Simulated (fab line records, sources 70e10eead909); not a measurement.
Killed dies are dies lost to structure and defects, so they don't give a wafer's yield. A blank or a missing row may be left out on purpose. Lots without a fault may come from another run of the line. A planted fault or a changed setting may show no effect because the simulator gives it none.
fab line records | flow nand_harc
record lots=12 wafers=36 last_day=33
route steps=1302 shown P_GATE@145 END@1302
lots that met no fault: from a run of the same line without faults
start_h: hours from the record's first day to the start of the lot's first wafer shown | wait_h: hours since the lot's step before | " the same as in the row above | L1.1+2: a row that stands for several wafers | - no value, or no start given | * or withheld: withheld | < > ~ a bound
route shown NAME@n: a module of which the file shows steps, and the number in the route of the first | usual: mean/standard deviation of fault-free wafers | same: alike in all rows | chamber/n: place in a boat | sites: the reading at each site | _std_site: their standard deviation | _edge_site: outer sites' mean less inner sites' | radius_mm: how far each site lies from the wafer's centre | mask NAME#n: copy n | behind: the tool/chamber that last shaped the wafer | hold: why the lot was held/for how many hours/how that ended | device: the transistor (n, p or np) that didn't switch | end of line: the same wafers' tests at the end of the route | a step without rows: its recipe alone | killed: dies lost to structure and defects at the first sort, not the wafer's yield | map: a wafer's dies, x killed, . not, _ none there
set.NAME: the setting as run; set.NAME@STEP: as run at that earlier step | model.NAME: the simulator's own value behind a step, which no gauge read
steps of the route over a sample of lots; a table a step, a row a wafer
services: from which hour (start_h, from the record's first day; less than 0 if before it) a tool's chamber was out of use, for how many hours, and why
## steps
# step NHARC_P_GATE_ETCH_104
# recipe target_depth_a=600 time_s=withheld cf4_flow_sccm=100 chf3_flow_sccm=30 ar_flow_sccm=0 rf_w=500 bias_w=200 chemistry=CF4/CHF3
# usual drypump_motor_current_A=5.6/0.4 oes_product_au=0.956/0.023 rf_vpp_V=371.3/2.5 showerhead_plenum_p_Torr=1.59/0.074 throttle_valve_pct=16.803/0.0093
# columns lot.wafer tool chamber start_h wait_h drypump_motor_current_A oes_product_au rf_vpp_V showerhead_plenum_p_Torr throttle_valve_pct
L309.1 rie_diel-08 1 132.87 0.1 6.1 0.918 371.2 1.60 16.809
L309.2 " 3 " " 5.7 0.933 374.6 1.67 16.799
L309.6 " 2 " " 5.3 0.943 372.5 1.60 16.792
L310.1 rie_diel-13 0 133.01 0.1 5.7 0.982 373.6 1.67 16.796
L310.2 " 2 " " 5.2 0.969 374.0 1.69 16.811
L310.4 " 3 " " 5.1 0.985 368.5 1.53 16.804
L311.4 rie_diel-13 0 151.61 0.1 5.7 0.945 373.7 1.67 16.787
L311.3 " 1 " " 5.8 0.927 369.3 1.51 16.811
L311.2 " 2 " " 5.2 0.916 373.7 1.69 16.801
L312.2 rie_diel-13 1 156.60 0.1 5.8 0.981 368.6 1.51 16.801
L312.4 " 3 " " 5.1 0.988 369.0 1.52 16.809
L312.5 " 1 " " 5.8 0.969 367.4 1.51 16.791
L318.3 rie_diel-13 2 214.86 0.1 5.2 0.921 375.3 1.69 16.797
L318.2 " 0 " " 5.7 0.913 373.7 1.67 16.797
L318.1 " 1 " " 5.8 0.910 368.0 1.51 16.797
L319.3 rie_diel-13 1 238.08 0.1 5.8 0.949 368.2 1.51 16.793
L319.4 " 3 " " 5.0 0.955 366.5 1.52 16.808
L319.6 " 1 " " 5.8 0.958 368.9 1.51 16.818
L322.3 rie_diel-09 3 258.70 0.1 6.1 0.925 374.3 1.66 16.808
L322.1 " 0 " " 4.8 0.925 371.6 1.60 16.804
L322.6 " 1 " " 6.0 0.936 370.6 1.60 16.813
L323.1 rie_diel-08 1 263.67 0.1 6.1 0.943 372.9 1.60 16.814
L323.5 " 0 " " 5.9 0.927 367.8 1.47 16.797
L323.6 " 1 " " 6.1 0.943 372.5 1.60 16.780
L326.3 rie_diel-08 1 301.01 0.1 6.1 0.962 371.8 1.60 16.814
L326.4 " 0 " " 6.0 0.971 366.1 1.47 16.791
L326.6 " 2 " " 5.3 0.957 371.0 1.59 16.797
L327.2 rie_diel-13 0 305.61 0.1 5.6 0.948 373.8 1.67 16.792
L327.3 " 1 " " 5.8 0.942 367.1 1.51 16.789
L327.6 " 0 " " 5.7 0.953 373.7 1.67 16.810
L328.3 rie_diel-09 3 318.77 0.1 6.1 0.976 372.4 1.66 16.793
L328.4 " 3 " " 6.1 0.964 372.7 1.66 16.795
L328.6 " 0 " " 4.8 0.950 371.7 1.60 16.805
L329.3 rie_diel-13 2 333.56 0.1 5.2 0.975 373.8 1.69 16.824
L329.1 " 0 " " 5.7 0.944 374.1 1.67 16.810
L329.6 " 1 " " 5.8 0.934 368.6 1.51 16.792
# step NHARC_P_GATE_HM_OPEN_105
# recipe target_depth_a=3600 o2_flow_sccm=400 cos_flow_sccm=20 ar_flow_sccm=0 rf_w=500 bias_w=300 chemistry=O2/COS
# usual drypump_motor_current_A=5.6/0.41 oes_product_au=0.999/0.012 rf_vpp_V=468/3.1 showerhead_plenum_p_Torr=3.16/0.15 throttle_valve_pct=28.330/0.0092
# columns lot.wafer tool chamber start_h wait_h drypump_motor_current_A oes_product_au rf_hours_counter_h rf_vpp_V showerhead_plenum_p_Torr throttle_valve_pct
L309.2 rie_diel-08 1 132 - 6.1 0.978 6 469 3.17 28.330
L309.1 " 3 " " 5.7 1.011 5 471 3.32 28.327
L309.6 " 3 133 - 5.7 1.004 - 470 3.32 28.327
L310.1 rie_diel-13 1 133 - 5.8 0.995 9 464 3.00 28.329
L310.2 " 3 " " 5.1 1.008 9 467 3.03 28.331
L310.4 " 0 " " 5.7 1.017 9 471 3.32 28.335
L311.3 rie_diel-13 3 151 - 5.1 1.012 10 467 3.03 28.326
L311.2 " 0 " " 5.7 1.007 10 472 3.32 28.312
L311.4 " 1 " " 5.8 1.005 10 465 3.00 28.326
L312.2 rie_diel-13 2 156 - 5.2 1.003 12 472 3.35 28.340
L312.4 " 0 " " 5.7 1.010 10 471 3.32 28.341
L312.5 " 2 " " 5.2 0.987 - 472 3.35 28.333
L318.1 rie_diel-13 0 214 - 5.7 0.529 2 470 3.32 28.332
L318.3 " 1 " " 5.8 0.993 2 466 3.00 28.336
L318.2 " 2 " " 5.2 1.008 2 471 3.35 28.330
L319.4 rie_diel-13 2 238 - 5.2 0.997 5 472 3.35 28.326
L319.3 " 0 " " 5.7 0.536 4 471 3.32 28.341
L319.6 " 3 " " 5.0 0.999 - 466 3.02 28.327
L322.1 rie_diel-09 2 258 - 6.0 1.011 6 464 2.95 28.315
L322.3 " 3 " " 6.1 1.007 6 470 3.29 28.324
L322.6 " 2 " " 6.0 1.019 - 464 2.95 28.344
L323.1 rie_diel-08 3 263 - 5.7 0.989 4 471 3.31 28.345
L323.6 " 3 " " 5.7 1.001 - 472 3.31 28.332
L323.5 " 0 " " 5.9 1.005 - 462 2.92 28.342
L326.3 rie_diel-08 1 301 - 6.1 1.002 6 468 3.17 28.330
L326.4 " 3 " " 5.7 0.995 5 471 3.31 28.336
L326.6 " 0 " " 5.9 1.002 - 461 2.92 28.309
L327.3 rie_diel-13 0 305 - 5.7 0.996 9 470 3.31 28.322
L327.2 " 1 " " 5.8 0.977 9 465 3.00 28.333
L327.6 " 2 " " 5.2 0.985 - 470 3.35 28.343
L328.3 rie_diel-09 3 318 - 6.1 0.999 8 472 3.29 28.324
L328.6 " 3 " " 6.1 0.988 - 471 3.29 28.323
L328.4 " 1 " " 6.1 1.005 - 468 3.17 28.327
L329.3 rie_diel-13 0 333 - 5.7 0.986 11 470 3.31 28.323
L329.1 " 2 " " 5.2 0.992 11 472 3.35 28.329
L329.6 " 3 " " 5.1 1.006 - 466 3.02 28.335
# step NHARC_P_GATE_CD_MEAS_46
# recipe target_cd_nm=720 landing_energy_ev=500
# usual cd_nm=720.0/1.8
# columns lot.wafer tool chamber start_h wait_h cd_nm
L309.1 cd_sem-01 0 144.63 - 717.6
L309.2 " 0 " " 717.2
L309.6 " 0 " " 718.1
L310.1 cd_sem-03 0 144.79 - 717.2
L310.2 " 0 " " 721.4
L310.4 " 0 " " 719.3
L311.2 cd_sem-01 0 163.48 - 719.5
L311.3 " 0 " " 718.6
L311.4 " 0 " " 718.7
L312.2 cd_sem-01 0 168.33 - 718.9
L312.4 " 0 " " 717.0
L312.5 " 0 " " 720.5
L318.1 cd_sem-01 0 226.50 - 723.6
L318.2 " 0 " " 722.8
L318.3 " 0 " " 720.0
L319.3 cd_sem-03 0 249.58 - 722.0
L319.4 " 0 " " 721.1
L319.6 " 0 " " 719.3
L322.1 cd_sem-03 0 270.44 - 720.3
L322.3 " 0 " " 722.4
L322.6 " 0 " " 719.1
L323.1 cd_sem-02 0 275.34 - 721.9
L323.5 " 0 " " 718.2
L323.6 " 0 " " 717.6
L326.3 cd_sem-03 0 312.84 - 723.3
L326.4 " 0 " " 719.3
L326.6 " 0 " " 718.4
L327.2 cd_sem-02 0 317.38 - 718.7
L327.3 " 0 " " 718.1
L327.6 " 0 " " 720.2
L328.3 cd_sem-02 0 330.47 - 718.8
L328.4 " 0 " " 718.6
L328.6 " 0 " " 718.8
L329.1 cd_sem-03 0 345.51 - 718.9
L329.3 " 0 " " 717.7
L329.6 " 0 " " 719.4
# step NHARC_P_GATE_DESCUM_48
# recipe time_s=3 o2_flow_sccm=200 ar_flow_sccm=0 bias_power_w=0 chemistry=O2
# usual drypump_motor_current_A=5.7/0.38 oes_product_au=1.003/0.013 rf_vpp_V=57.8/0.89 showerhead_plenum_p_Torr=1.94/0.091 throttle_valve_pct=11.310/0.0099
# columns lot.wafer tool chamber start_h wait_h drypump_motor_current_A oes_product_au rf_hours_counter_h rf_vpp_V showerhead_plenum_p_Torr throttle_valve_pct
L309.2 rie_diel-13 3 144.79 - 5.1 1.020 10 56.6 1.85 11.313
L309.1 " 2 " " 5.2 0.991 11 57.4 2.07 11.314
L309.6 " 3 " " 5.0 1.027 - 58.6 1.85 11.314
L310.4 rie_diel-13 1 144.95 - 5.8 0.996 10 58.2 1.83 11.299
L310.1 " 3 " " 5.1 1.026 10 56.8 1.85 11.321
L310.2 " 0 " " 5.7 1.011 10 57.7 2.04 11.299
L311.3 rie_diel-08 1 163.63 - 6.1 0.999 9 59.2 1.95 11.309
L311.4 " 2 " " 5.3 1.024 8 57.8 1.94 11.312
L311.2 " 0 " " 5.9 1.017 9 58.5 1.78 11.293
L312.4 rie_diel-09 1 168.49 - 6.1 1.012 0 59.7 1.95 11.324
L312.2 " 3 " " 6.1 1.016 0 58.3 2.02 11.318
L312.5 " 2 " " 5.9 1.003 - 57.7 1.80 11.306
L318.3 rie_diel-13 0 226.66 - 5.7 0.972 3 58.3 2.04 11.306
L318.1 " 1 " " 5.8 0.971 3 57.3 1.83 11.308
L318.2 " 2 " " 5.2 0.989 4 59.7 2.06 11.321
L319.4 rie_diel-08 1 249.74 - 6.1 0.997 2 59.5 1.94 11.310
L319.3 " 3 " " 5.7 0.989 2 57.7 2.04 11.308
L319.6 " 1 " " 6.1 1.006 - 58.2 1.94 11.306
L322.1 rie_diel-08 0 270.60 - 6.0 1.001 5 58.0 1.78 11.316
L322.3 " 2 " " 5.3 1.013 4 56.3 1.94 11.328
L322.6 " 0 " " 6.0 1.017 - 56.0 1.78 11.310
L323.1 rie_diel-08 2 275.50 - 5.3 1.010 4 56.8 1.94 11.315
L323.5 " 2 " " 5.3 1.008 - 58.0 1.94 11.320
L323.6 " 3 " " 5.7 0.988 - 56.4 2.04 11.294
L326.3 rie_diel-08 1 312.99 - 6.1 1.007 6 56.1 1.94 11.308
L326.6 " 2 " " 5.3 1.010 - 57.6 1.94 11.290
L326.4 " 3 " " 5.7 1.012 - 58.8 2.04 11.312
L327.2 rie_diel-08 2 317.55 - 5.3 1.019 6 58.8 1.94 11.305
L327.3 " 3 " " 5.7 1.019 6 57.8 2.04 11.306
L327.6 " 3 " " 5.7 1.014 - 58.6 2.04 11.317
L328.4 rie_diel-08 0 330.63 - 5.9 1.000 7 56.4 1.78 11.310
L328.3 " 3 " " 5.8 0.990 7 58.7 2.04 11.311
L328.6 " 1 " " 6.1 1.007 - 58.4 1.94 11.298
L329.1 rie_diel-08 2 345.68 - 5.3 1.003 8 57.4 1.94 11.297
L329.3 " 3 " " 5.7 0.994 8 57.6 2.04 11.310
L329.6 " 1 " " 6.1 1.004 - 56.6 1.94 11.306
# step NHARC_END_SORT_01
# recipe temp_c=25
# usual killed_at_array=52/17 killed_at_other=1.2/1.4 killed_at_periphery=4.7/2.9 killed_dies=58/17 killed_open=3.2/1.9 killed_short=2.4/1.4
# same gross_dies=677
# columns lot.wafer tool chamber start_h wait_h killed_at_array killed_at_other killed_at_periphery killed_dies killed_open killed_short
L318.1 prober-02 0 668.52 2.5 40 2 635 677 2 3
L318.2 prober-02 0 669.32 2.8 41 0 2 43 3 2
L318.3 prober-02 0 670.11 3.1 42 0 5 47 1 2
L319.3 prober-01 0 707.41 3.1 47 1 629 677 1 1
L319.4 prober-01 0 708.21 3.4 60 1 3 64 3 2
L319.6 prober-01 0 709.80 4.0 63 0 3 66 7 4
# killed by level:class
L318.1 P_GATE:area_open=632 A_CHANNEL_HOLE_D2:chamber_film_flake=14 A_CONTACT:chamber_film_flake=9 A_WL_FILL:chamber_film_flake=5 A_CHANNEL_HOLE_D1:chamber_film_flake=4 A_STAIRCASE:chamber_film_flake=2 A_SLIT:chamber_film_flake=2 THIN_TSV:chamber_film_flake=2
L318.2 A_CHANNEL_HOLE_D2:chamber_film_flake=15 A_CHANNEL_HOLE_D1:chamber_film_flake=8 A_STAIRCASE:chamber_film_flake=3 A_SLIT:chamber_film_flake=3 A_WL_FILL:chamber_film_flake=3 A_CONTACT:chamber_film_flake=3 P_GATE:geometric_particle:open=1 P_M0:geometric_particle:open=1
L318.3 A_CHANNEL_HOLE_D2:chamber_film_flake=13 A_CONTACT:chamber_film_flake=10 A_CHANNEL_HOLE_D1:chamber_film_flake=9 A_WL_FILL:chamber_film_flake=5 P_CONTACT:chamber_film_flake=2 P_STI:chamber_film_flake=2 A_SLIT:chamber_film_flake=2 A_CHANNEL_FILL_D2:geometric_particle:short=1
L319.3 P_GATE:area_open=627 A_CHANNEL_HOLE_D1:chamber_film_flake=18 A_CHANNEL_HOLE_D2:chamber_film_flake=17 A_CONTACT:chamber_film_flake=7 A_SLIT:chamber_film_flake=2 P_CONTACT:geometric_particle:open=1 A_CHANNEL_HOLE_D2:geometric_particle:short=1 P_ZERO_WELL:chamber_film_flake=1
L319.4 A_CHANNEL_HOLE_D1:chamber_film_flake=28 A_CHANNEL_HOLE_D2:chamber_film_flake=16 A_CONTACT:chamber_film_flake=7 A_ZERO_WELL:chamber_film_flake=2 P_CONTACT:geometric_particle:open=1 P_M0:geometric_particle:open=1 P_M1:geometric_particle:short=1 A_CHANNEL_HOLE_D1:geometric_particle:open=1
L319.6 A_CHANNEL_HOLE_D1:chamber_film_flake=21 A_CHANNEL_HOLE_D2:chamber_film_flake=20 A_CONTACT:chamber_film_flake=7 A_M1:chamber_film_flake=4 A_WL_FILL:geometric_particle:open=2 A_CONTACT:geometric_particle:open=2 P_M0:geometric_particle:open=1 P_M1:geometric_particle:short=1
## services
# columns tool chamber start_h hours kind
rie_diel-13 0 119.50 - clean
rie_diel-13 1 119.50 - clean
rie_diel-13 2 119.50 - clean
rie_diel-13 3 119.50 - clean
rie_diel-08 0 131.82 3.2 repair
rie_diel-09 - 143.10 9.0 pm
rie_diel-13 0 144.00 - clean
rie_diel-13 1 144.00 - clean
rie_diel-13 2 144.00 - clean
rie_diel-13 3 144.00 - clean
rie_diel-09 3 154.89 8.6 repair
rie_diel-13 - 165.00 9.0 pm
rie_diel-13 0 165.00 9.0 vent_cycle
rie_diel-13 1 165.00 9.0 vent_cycle
rie_diel-08 - 190.80 9.0 pm
rie_diel-09 3 200.05 2.7 repair
rie_diel-13 - 203.11 0.3 repair
rie_diel-13 3 298.39 30.6 repair
rie_diel-09 2 299.62 4.5 repair
rie_diel-08 0 310.99 14.5 repair
rie_diel-09 2 311.19 16.1 repair
rie_diel-09 - 320.10 9.0 pm
rie_diel-09 1 329.92 8.1 repair
rie_diel-13 - 342.00 9.0 pm
## key
first_sign step=NHARC_P_GATE_HM_OPEN_105 reading=oes_product_au direction=down sigmas=39 usual=0.999 struck=0.533
effect step=NHARC_END_SORT_01 reading=killed_at_periphery direction=up sigmas=99+ usual=4.7 struck=632
more_kills_born_at NHARC_P_GATE_HM_OPEN_105@rie_diel-13=1259
met_at NHARC_P_GATE_HM_OPEN_105
struck_lots L318,L319
struck_wafers L318.1,L319.3
later_rows_left_out L318.1,L319.3
tester_left_out L318,L319
not_acting_at NHARC_P_GATE_ETCH_104,NHARC_P_GATE_CD_MEAS_46,NHARC_P_GATE_DESCUM_48
onset_between 156 214
fault kind=process_parameter_drift tool=rie_diel-13 chamber=0 onset_h=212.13 steps=NHARC_P_GATE_HM_OPEN_105 channel=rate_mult offset=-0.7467 shape=step end_h=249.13
# tester_left_out: of these lots the tester's yield and bins aren't shown, on N5 and GAA mostly nor the transistor test; their killed dies are dies lost to structure and defects alone, not to doping, threshold or leakage, so they don't give the yield
# later_rows_left_out: the simulator's readings of these wafers behind a module that went badly wrong aren't trusted and aren't shown, but for the sort
